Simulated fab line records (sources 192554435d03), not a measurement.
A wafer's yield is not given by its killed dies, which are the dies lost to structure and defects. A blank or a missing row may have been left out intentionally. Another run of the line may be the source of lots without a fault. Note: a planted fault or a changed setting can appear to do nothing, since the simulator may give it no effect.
Matching of chambers || flow n5 finfet || N5_BEOL_M5_ETCH_61 on rie diel-04: 4 sister chambers
The step etches SiARC in CF4, target depth 15.6 nm, time 26 s. 14 wafers are shown with their chamber, then 7 later ones without.

== EACH WAFER AND ITS CHAMBER ==
{"wafer": "L082.1", "chamber": 1, "showerhead plenum p Torr (Torr)": 2.16, "drypump motor current A (A)": 6.2, "throttle valve pct (%)": 15.56}
{"wafer": "L082.2", "chamber": 3, "showerhead plenum p Torr (Torr)": 2.10, "drypump motor current A (A)": 6.0, "throttle valve pct (%)": 15.41}
{"wafer": "L082.6", "chamber": 2, "showerhead plenum p Torr (Torr)": 2.20, "drypump motor current A (A)": 5.5, "throttle valve pct (%)": 15.45}
{"wafer": "L085.1", "chamber": 2, "showerhead plenum p Torr (Torr)": 2.19, "drypump motor current A (A)": 5.5, "throttle valve pct (%)": 15.48}
{"wafer": "L085.4", "chamber": 3, "showerhead plenum p Torr (Torr)": 2.09, "drypump motor current A (A)": 6.1, "throttle valve pct (%)": 15.45}
{"wafer": "L085.5", "chamber": 1, "showerhead plenum p Torr (Torr)": 2.15, "drypump motor current A (A)": 6.2, "throttle valve pct (%)": 15.58}
{"wafer": "L084.2", "chamber": 0, "showerhead plenum p Torr (Torr)": 2.00, "drypump motor current A (A)": 6.3, "throttle valve pct (%)": 15.79}
{"wafer": "L084.4", "chamber": 3, "showerhead plenum p Torr (Torr)": 2.09, "drypump motor current A (A)": 6.0, "throttle valve pct (%)": 15.46}
{"wafer": "L084.6", "chamber": 1, "showerhead plenum p Torr (Torr)": 2.15, "drypump motor current A (A)": 6.2, "throttle valve pct (%)": 15.58}
{"wafer": "L086.1", "chamber": 2, "showerhead plenum p Torr (Torr)": 2.19, "drypump motor current A (A)": 5.5, "throttle valve pct (%)": 15.49}
{"wafer": "L086.4", "chamber": 3, "showerhead plenum p Torr (Torr)": 2.09, "drypump motor current A (A)": 6.0, "throttle valve pct (%)": 15.45}
{"wafer": "L086.6", "chamber": 1, "showerhead plenum p Torr (Torr)": 2.15, "drypump motor current A (A)": 6.2, "throttle valve pct (%)": 15.58}
{"wafer": "L091.1", "chamber": 0, "showerhead plenum p Torr (Torr)": 2.00, "drypump motor current A (A)": 6.4, "throttle valve pct (%)": 15.81}
{"wafer": "L091.3", "chamber": 1, "showerhead plenum p Torr (Torr)": 2.15, "drypump motor current A (A)": 6.2, "throttle valve pct (%)": 15.60}

SIGNATURES, as means of the wafers listed above
{"reading": "showerhead plenum p Torr", "chamber 0": 2.0000, "chamber 1": 2.1520, "chamber 2": 2.1933, "chamber 3": 2.0925, "scatter within a chamber": 0.00471}
{"reading": "drypump motor current A", "chamber 0": 6.350, "chamber 1": 6.200, "chamber 2": 5.500, "chamber 3": 6.025, "scatter within a chamber": 0.0354}
{"reading": "throttle valve pct", "chamber 0": 15.8000, "chamber 1": 15.5800, "chamber 2": 15.4733, "chamber 3": 15.4425, "scatter within a chamber": 0.0183}
Rule: a wafer lies at a distance from a chamber equal to the root of the sum of squares, over the readings, of (its reading less the chamber's mean, divided by the reading's scatter). The wafer belongs to the nearest chamber; if the next one is less than 2 further off, it can't be placed. How the scatter is found: for the shown wafers, subtract from each reading the mean of its chamber, square and add these, divide the total by (wafers less chambers), then take the root.

== WAFERS WITHOUT THEIR CHAMBER ==
{"wafer": "L091.6", "showerhead plenum p Torr (Torr)": 2.15, "drypump motor current A (A)": 6.2, "throttle valve pct (%)": 15.60}
{"wafer": "L090.1", "showerhead plenum p Torr (Torr)": 2.19, "drypump motor current A (A)": 5.5, "throttle valve pct (%)": 15.49}
{"wafer": "L090.2", "showerhead plenum p Torr (Torr)": 2.15, "drypump motor current A (A)": 6.2, "throttle valve pct (%)": 15.59}
{"wafer": "L090.3", "showerhead plenum p Torr (Torr)": 2.00, "drypump motor current A (A)": 6.4, "throttle valve pct (%)": 15.80}
{"wafer": "L094.2", "showerhead plenum p Torr (Torr)": 1.99, "drypump motor current A (A)": 6.3, "throttle valve pct (%)": 15.83}
{"wafer": "L094.3", "showerhead plenum p Torr (Torr)": 2.09, "drypump motor current A (A)": 6.0, "throttle valve pct (%)": 15.46}
{"wafer": "L094.6", "showerhead plenum p Torr (Torr)": 2.00, "drypump motor current A (A)": 6.4, "throttle valve pct (%)": 15.82}

== CHAMBER TAKEN BY EACH ==
{"wafer": "L091.6", "from the rows above": 1, "in truth": 1}
{"wafer": "L090.1", "from the rows above": 2, "in truth": 2}
{"wafer": "L090.2", "from the rows above": 1, "in truth": 1}
{"wafer": "L090.3", "from the rows above": 0, "in truth": 0}
{"wafer": "L094.2", "from the rows above": 0, "in truth": 0}
{"wafer": "L094.3", "from the rows above": 3, "in truth": 3}
{"wafer": "L094.6", "from the rows above": 0, "in truth": 0}
Correct placement for 7 of the 7. Left unplaced by these rows: 0. 0 placed wrongly.
